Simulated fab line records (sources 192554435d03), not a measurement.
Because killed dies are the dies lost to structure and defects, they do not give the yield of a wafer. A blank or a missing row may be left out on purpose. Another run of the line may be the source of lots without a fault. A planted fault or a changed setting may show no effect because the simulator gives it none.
A struck lot beside a sound one ; flow n5Finfet ; 39 out of 1938 route steps
Sound: the wafers L350.1, L350.4, L350.6. The struck wafers were L337.2, L337.3, L337.5. At the end, the cause is stated.
At each step with rows: each side's tool, then ch and its chambers, then its first start. Under that, the readings that differ: sound wafers ; struck wafers ; difference of the means ; sigmas: that difference in standard deviations of wafers without a fault.
alike: readings whose means differ by less than 2 such deviations, and words and numbers that are the same on both sides. not compared: withheld readings, readings that some wafer has no value for, bounds like >300 that may hide the same value, and numbers for which the record gives no deviation and whose values overlap.
Wherever a step has rows on one side only, a row that says differs or no value, or a row with sigmas, the two part there. Numbers that don't overlap but have no deviation are shown without sigmas and don't part them. Lack of a reading on every wafer of one side parts them only where that side has two or more wafers.

first, 9 steps without rows for these wafers: N5_FIN_SAQP_PRECLEAN_42 (cleans in O3/DIW, time 60 s); N5_FIN_SAQP_PRECLEAN_00 (cleans in SC1, time 60 s); N5_FIN_SAQP_PRECLEAN_44 (cleans in SC2, time 45 s); N5_FIN_SAQP_SRD_01 (time 30 s); N5_FIN_SAQP_ALD_61 (deposits SiO2, target thk 4 nm, pulse time 1 s, purge time 2 s); N5_FIN_SAQP_DENSIFY_62 (time 60 s); N5_FIN_SAQP_HM_DEP_03 (deposits SiNx from SiH4/NH3/N2, target thk 38 nm, time 33.6 s); N5_FIN_SAQP_PECVD_47 (deposits a-Si from SiH4/He, target thk 45 nm, time 36.3 s); N5_FIN_SAQP_PECVD_48 (deposits SiNx from SiH4/NH3/N2, target thk 25 nm, time 22.1 s).
N5_FIN_SAQP_PECVD_06: deposits a-Si from SiH4/He, target thk 60 nm, time 48.1 s.
  sound on pecvd-04 ch 0,2, day 6 09:50; struck on pecvd-02 ch 1,2, day 3 03:14
  no value came back on the struck wafers for any of 6 readings (chamberPressureTorr (Torr), heaterPowerOuterW (W) and others); on the sound wafers chamberPressureTorr (Torr) reads 2.997 3.006 2.994
N5_FIN_SAQP_THK_MEAS_07:
  sound on filmMetro-02, day 6 09:57; struck on filmMetro-02, day 3 03:19
reading;sound;struck;difference;sigmas
thkNm (nm);60.1 60.7 61.5;24.5 24.4 25.1;-36.1;-59
then, 15 steps without rows for these wafers: N5_FIN_SAQP_HM_DEP_72 (deposits SiO2 from SiH4/N2O, target thk 12 nm, time 7.2 s); N5_FIN_SAQP_COAT_49 (time 60 s, resist thk 100 nm); N5_FIN_SAQP_COAT_50 (time 60 s, resist thk 35 nm); N5_FIN_SAQP_COAT_10 (resist thk 90 nm); N5_FIN_SAQP_EBR_12; N5_FIN_SAQP_SOFTBAKE_11 (time 60 s); N5_FIN_SAQP_EXPOSE_13 (exposes mask FIN CORE, target cd 35.6 nm); N5_FIN_SAQP_PEB_14 (peb time 60 s); N5_FIN_SAQP_DEVELOP_15 (develop time 30 s); N5_FIN_SAQP_DESCUM_21 (chemistry O2, time 7.9 s); N5_FIN_SAQP_ETCH_51 (etches SiARC in CF4, target depth 45.5 nm, time 75.8 s); N5_FIN_SAQP_ETCH_52 (etches SOC in N2/H2, target depth 100 nm, overetch 20 nm, time 150 s); N5_FIN_SAQP_STRIP_53 (strips in N2/H2); N5_FIN_SAQP_HM_OPEN_73 (chemistry CHF3/O2, target SiO2, stops on a-Si, target depth 12 nm, time 16.8 s); N5_FIN_SAQP_STRIP_74 (strips in CHF3/O2).
N5_FIN_SAQP_MANDREL_ETCH_22: etches a-Si in HBr/Cl2, stops on SiNx, target depth 60 nm, bt time 10 s, time 30 s.
  sound on rieSi-03 ch 1,3, day 6 10:43; struck on rieSi-03 ch 1,2, day 3 04:04
reading;sound;struck;difference;sigmas
oesProductAu (a.u.);0.784 0.779 0.794;0.297 0.307 0.303;-0.483;-37
throttleValvePct (%);35.32 35.64 35.63;36.38 36.64 36.61;+1.01;+4
model.etch.depthNm (nm);60.04 60.61 61.48;0 0 0;-61;
  alike: drypumpMotorCurrentA, rfFwdPowerW
  not compared: rfHoursCounterH
then, 6 steps without rows for these wafers: N5_FIN_SAQP_STRIP_55 (strips in N2/H2); N5_FIN_SAQP_STRIP_23 (strips in SPM, time 750 s); N5_FIN_SAQP_SRD_66 (time 30 s); N5_FIN_SAQP_RECESS_75 (chemistry HF/NH3, target SiO2, target depth 14.4 nm, afs cycles 3, sublimation time 60 s); N5_FIN_SAQP_SPACER1_ALD_24 (deposits SiO2, target thk 20.3 nm, pulse time 1 s, purge time 2 s); N5_FIN_SAQP_SPACER1_ETCHBACK_25 (etches SiO2 in CHF3/O2, target depth 24.4 nm, time 12.2 s).
N5_FIN_SAQP_MANDREL1_REMOVE_56: chemistry HBr/Cl2/O2, target a-Si, stops on SiNx, bt time 10 s.
  sound on rieSi-01 ch 0,1,3, day 6 12:23; struck on rieSi-03 ch 2,3, day 3 05:40
reading;sound;struck;difference;sigmas
model.FIN_SAQP.cdNm (nm);20.4 20.4 20.4;36 35.8 35.6;+15;
  alike: drypumpMotorCurrentA, oesProductAu, rfFwdPowerW, throttleValvePct
  not compared: rfHoursCounterH
N5_FIN_SAQP_CD_MEAS_27: the cd target is 20 nm.
  sound on cdSem-02 ch 0, day 6 12:29; struck on cdSem-01 ch 0, day 3 05:47
reading;sound;struck;difference;sigmas
cdNm (nm);20.12 20.01 20.23;- - -;no value on the struck wafers;
then, 1 step without rows for these wafers: N5_FIN_SAQP_ETCH_57 (etches SiNx in CH3F/O2, target depth 32.5 nm, time 46.4 s).
N5_FIN_SAQP_MANDREL2_REMOVE_60: chemistry HBr/Cl2/O2, target a-Si, stops on SiNx, bt time 10 s.
  sound on rieSi-03 ch 1,2, day 6 13:56; struck on rieSi-01 ch 1,2,3, day 3 07:31
reading;sound;struck;difference;sigmas
model.FIN_SAQP.cdNm (nm);8.2 8 8;36.2 35.8 36;+27.9;
  alike: drypumpMotorCurrentA, oesProductAu, rfFwdPowerW, throttleValvePct
  not compared: rfHoursCounterH
N5_BEOL_M4_RC_MEAS_101:
  the record has rows for the sound wafers here (prober-02 ch 0, day 12 15:11) and none for the struck ones
-- the record jumps here: 10 days lie between the struck wafers' starts before and after (it left off in module BEOL_M4 and takes up again in module PASSIVATION, whose first step shown is number 1936 of the route) --
N5_PASSIVATION_PROBE_49:
  rows exist in the record for the struck wafers here (prober-01, day 13 10:18), but not for the sound ones

WHERE THEY PART
Earliest at N5_FIN_SAQP_PECVD_06; latest, in this record, at N5_PASSIVATION_PROBE_49.

WHY: what the simulator had put in
Whole step skipped at N5_FIN_SAQP_PECVD_06 on pecvd-02, starting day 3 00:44. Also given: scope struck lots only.
